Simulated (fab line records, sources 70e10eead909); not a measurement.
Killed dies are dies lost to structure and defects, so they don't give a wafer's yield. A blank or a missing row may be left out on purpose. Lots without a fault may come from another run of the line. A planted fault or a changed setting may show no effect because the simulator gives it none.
Which tool did it? | flow nand_harc | 11 lots, 33 wafers sampled, at 4 steps of a route of 1159

WHAT THE GAUGES READ, wafer by wafer
The record holds no reading of a measuring or inspecting step that can be judged against a usual standard deviation.

WHICH TOOL RAN EACH LOT (tool, then ch and the chambers of the sampled wafers, then the start)
lot  | NHARC_P_ZERO_WELL_DESCUM_54       | NHARC_P_STI_DESCUM_14             | NHARC_P_STI_CMP_21           | NHARC_P_GATE_ETCH_104
L138 | rie_diel-09 ch 1,3, day 2 05:40   | rie_diel-11 ch 0,2, day 3 03:01   | cmp-04 ch 0,1, day 3 22:56   | rie_diel-02 ch 0,1, day 5 09:59
L139 | rie_diel-04 ch 0,3, day 2 11:59   | rie_diel-08 ch 0,1,2, day 3 02:51 | cmp-02 ch 0,2,3, day 3 22:59 | rie_diel-07 ch 1,2,3, day 5 09:17
L141 | rie_diel-03 ch 0,3, day 2 23:50   | rie_diel-11 ch 0,2, day 3 17:09   | cmp-04 ch 1,2,3, day 4 14:59 | rie_diel-01 ch 0,1,2, day 5 22:28
L142 | rie_diel-03 ch 0,1, day 3 05:59   | rie_diel-08 ch 0,1,3, day 3 23:13 | cmp-02 ch 0,1,3, day 4 19:58 | rie_diel-01 ch 1,2, day 6 08:52
L143 | rie_diel-04 ch 2,3, day 3 11:59   | rie_diel-11 ch 0,2, day 4 07:19   | cmp-01 ch 0,2, day 5 04:47   | rie_diel-01 ch 1,2,3, day 6 13:01
L144 | rie_diel-09 ch 1,2, day 3 17:53   | rie_diel-11 ch 1,2,3, day 4 13:37 | cmp-01 ch 0,1, day 5 11:29   | rie_diel-02 ch 0,3, day 6 19:52
L145 | rie_diel-03 ch 0,3, day 3 23:49   | rie_diel-13 ch 1,2,3, day 4 18:53 | cmp-02 ch 0,1, day 5 17:43   | rie_diel-07 ch 0,2, day 7 00:04
L150 | rie_diel-04 ch 0,2,3, day 5 06:05 | rie_diel-11 ch 0,1,3, day 6 02:01 | cmp-04 ch 0,2,3, day 6 21:54 | rie_diel-01 ch 0,1,2, day 8 05:07
L151 | rie_diel-04 ch 0,1, day 5 11:59   | rie_diel-13 ch 0,1,3, day 6 02:11 | cmp-02 ch 0,1,3, day 6 21:54 | rie_diel-01 ch 0,2,3, day 8 05:34
L153 | rie_diel-03 ch 0,2,3, day 5 23:55 | rie_diel-08 ch 0,1,3, day 6 17:32 | cmp-02 ch 0,1,3, day 7 11:58 | rie_diel-01 ch 0,1,2, day 8 23:08
L157 | rie_diel-04 ch 0,1,3, day 7 00:13 | rie_diel-08 ch 1,2,3, day 7 17:33 | cmp-04 ch 0,2,3, day 8 14:22 | rie_diel-02 ch 0,1,3, day 10 01:38
- NHARC_P_ZERO_WELL_DESCUM_54: chemistry O2, time 3 s.
- NHARC_P_STI_DESCUM_14: chemistry O2, time 3 s.
- NHARC_P_STI_CMP_21: polishes, t overpolish 20 s, target thk 380.67 nm.
- NHARC_P_GATE_ETCH_104: etches the open film in CF4/CHF3, target depth 60 nm.

WHAT THE TOOLS THEMSELVES READ (means of the sampled wafers that have a number; where no wafer has one, the mark that the record gives instead)
NHARC_P_ZERO_WELL_DESCUM_54.
lot  | tool        | drypump_motor_current_A (A) | o2_flow_sccm (sccm) | oes_product_au (a.u.) | rf_vpp_V (V) | showerhead_plenum_p_Torr (Torr) | throttle_valve_pct (%)
L138 | rie_diel-09 | 5.6                         | 200.5               | 1.006                 | 57.8         | 1.97                            | 11.316
L139 | rie_diel-04 | 5.6                         | 200.3               | 1.002                 | 57.7         | 1.95                            | 11.314
L141 | rie_diel-03 | 5.3                         | 200.3               | 0.990                 | 57.7         | 1.94                            | 11.313
L142 | rie_diel-03 | 5.2                         | 199.7               | 1.003                 | 57.0         | 1.82                            | 11.322
L143 | rie_diel-04 | 5.8                         | 199.7               | 0.991                 | 58.8         | 1.97                            | 11.316
L144 | rie_diel-09 | 5.5                         | 200.3               | 1.000                 | 58.1         | 2.00                            | 11.307
L145 | rie_diel-03 | 5.4                         | 200.3               | 0.997                 | 58.0         | 2.00                            | 11.306
L150 | rie_diel-04 | 5.9                         | 200.0               | 1.003                 | 57.5         | 1.95                            | 11.307
L151 | rie_diel-04 | 5.5                         | 199.7               | 1.001                 | 57.0         | 1.88                            | 11.314
L153 | rie_diel-03 | 5.2                         | 200.4               | 0.986                 | 57.3         | 1.91                            | 11.311
L157 | rie_diel-04 | 5.6                         | 200.1               | 0.991                 | 58.6         | 1.91                            | 11.312

NHARC_P_STI_DESCUM_14.
lot  | tool        | drypump_motor_current_A (A) | o2_flow_sccm (sccm) | oes_product_au (a.u.) | rf_vpp_V (V) | showerhead_plenum_p_Torr (Torr) | throttle_valve_pct (%)
L138 | rie_diel-11 | 5.8                         | 200.3               | 1.008                 | 57.4         | 1.96                            | 11.317
L139 | rie_diel-08 | 6.2                         | 200.4               | 0.995                 | 57.9         | 1.91                            | 11.319
L141 | rie_diel-11 | 5.7                         | 199.9               | 1.007                 | 57.4         | 1.99                            | 11.308
L142 | rie_diel-08 | 6.0                         | 200.2               | 1.000                 | 57.5         | 1.91                            | 11.317
L143 | rie_diel-11 | 5.8                         | 199.4               | 1.007                 | 57.6         | 1.96                            | 11.314
L144 | rie_diel-11 | 6.1                         | 200.3               | 0.997                 | 56.9         | 1.89                            | 11.316
L145 | rie_diel-13 | 5.3                         | 199.7               | 0.998                 | 56.9         | 1.86                            | 11.314
L150 | rie_diel-11 | 6.2                         | 199.9               | 1.004                 | 58.6         | 1.85                            | 11.313
L151 | rie_diel-13 | 5.1                         | 200.4               | 0.988                 | 57.3         | 1.88                            | 11.316
L153 | rie_diel-08 | 6.0                         | 199.6               | 1.002                 | 57.7         | 1.91                            | 11.307
L157 | rie_diel-08 | 5.9                         | 200.4               | 1.003                 | 58.4         | 1.95                            | 11.309

NHARC_P_STI_CMP_21.
lot  | tool   | motor_current_A (A) | overpolish_run_s (s) | retaining_ring_pressure_frac | slurry_filter_dp_kPa (kPa)
L138 | cmp-04 | 11.7                | 19.998               | 0.999                        | 13.56
L139 | cmp-02 | 12.8                | 19.998               | 1.001                        | 13.47
L141 | cmp-04 | 12.3                | 20.004               | 1.007                        | 13.65
L142 | cmp-02 | 13.3                | 20.000               | 0.997                        | 13.37
L143 | cmp-01 | 12.2                | 19.997               | 0.999                        | 13.63
L144 | cmp-01 | 12.3                | 19.995               | 1.006                        | 13.55
L145 | cmp-02 | 12.9                | 19.997               | 0.995                        | 13.43
L150 | cmp-04 | 12.5                | 20.004               | 1.001                        | 13.59
L151 | cmp-02 | 12.8                | 19.999               | 1.003                        | 13.45
L153 | cmp-02 | 13.5                | 20.005               | 1.003                        | 13.51
L157 | cmp-04 | 12.4                | 20.002               | 1.003                        | 13.66

NHARC_P_GATE_ETCH_104.
lot  | tool        | cf4_flow_sccm (sccm) | drypump_motor_current_A (A) | oes_product_au (a.u.) | rf_fwd_power_W (W) | rf_vpp_V (V) | showerhead_plenum_p_Torr (Torr) | throttle_valve_pct (%)
L138 | rie_diel-02 | 99.87                | 5.61                        | 0.929                 | 493.4              | 368.8        | 1.52                            | 16.797
L139 | rie_diel-07 | 99.89                | 5.55                        | 0.971                 | 494.6              | 371.7        | 1.60                            | 16.806
L141 | rie_diel-01 | 100.09               | 5.91                        | 0.970                 | 492.7              | 372.5        | 1.64                            | 16.805
L142 | rie_diel-01 | 99.99                | 5.76                        | 0.926                 | 491.0              | 373.6        | 1.66                            | 16.795
L143 | rie_diel-01 | 100.03               | 5.75                        | 0.961                 | 492.8              | 371.1        | 1.59                            | 16.804
L144 | rie_diel-02 | 100.18               | 5.92                        | 0.940                 | 487.7              | 370.4        | 1.56                            | 16.807
L145 | rie_diel-07 | 99.81                | 5.64                        | 0.949                 | 494.2              | 372.9        | 1.63                            | 16.810
L150 | rie_diel-01 | 100.02               | 5.89                        | 0.924                 | 492.0              | 373.3        | 1.64                            | 16.801
L151 | rie_diel-01 | 99.91                | 5.83                        | 0.904                 | 472.1              | 370.3        | 1.58                            | 16.800
L153 | rie_diel-01 | 99.78                | 5.89                        | 0.947                 | 472.5              | 372.5        | 1.64                            | 16.801
L157 | rie_diel-02 | 99.81                | 5.81                        | 0.932                 | 490.0              | 369.1        | 1.55                            | 16.799

THE ANSWER, worked out from the rows above alone
Rule: what is usual is taken from the lots themselves. Put in order of their means at a reading, lots are off if they are a third of the lots or fewer, leave a main group of 4 or more, and stand apart from it by a gap of 3 or more times the standard deviation of the main group's means; of several such gaps the widest counts. A main group whose means are all the same, to the digits that the tables above print for the reading, isn't used. A lot without any number at a reading at which 4 lots or more have one is off too. The other lots that the step has rows for count as sound. The gauges are gone through in route order, then the tools' own readings, and for those a lot's mean is taken as printed above. The first step at which some lot is off is used, and at that step the reading that is off furthest; a lot without a number counts as furthest.
Off: L151, L153, at NHARC_P_GATE_ETCH_104 (rf_fwd_power_W). The main group: mean 492.0 W, standard deviation 2.1.
A tool fits if, at that step or a process step before it, it ran every lot that is off, and no sound lot after the first of them. Can't be told from this: 2 tools fit, cmp-02 at NHARC_P_STI_CMP_21, rie_diel-01 at NHARC_P_GATE_ETCH_104.

WHAT THE SIMULATOR HAD PUT IN
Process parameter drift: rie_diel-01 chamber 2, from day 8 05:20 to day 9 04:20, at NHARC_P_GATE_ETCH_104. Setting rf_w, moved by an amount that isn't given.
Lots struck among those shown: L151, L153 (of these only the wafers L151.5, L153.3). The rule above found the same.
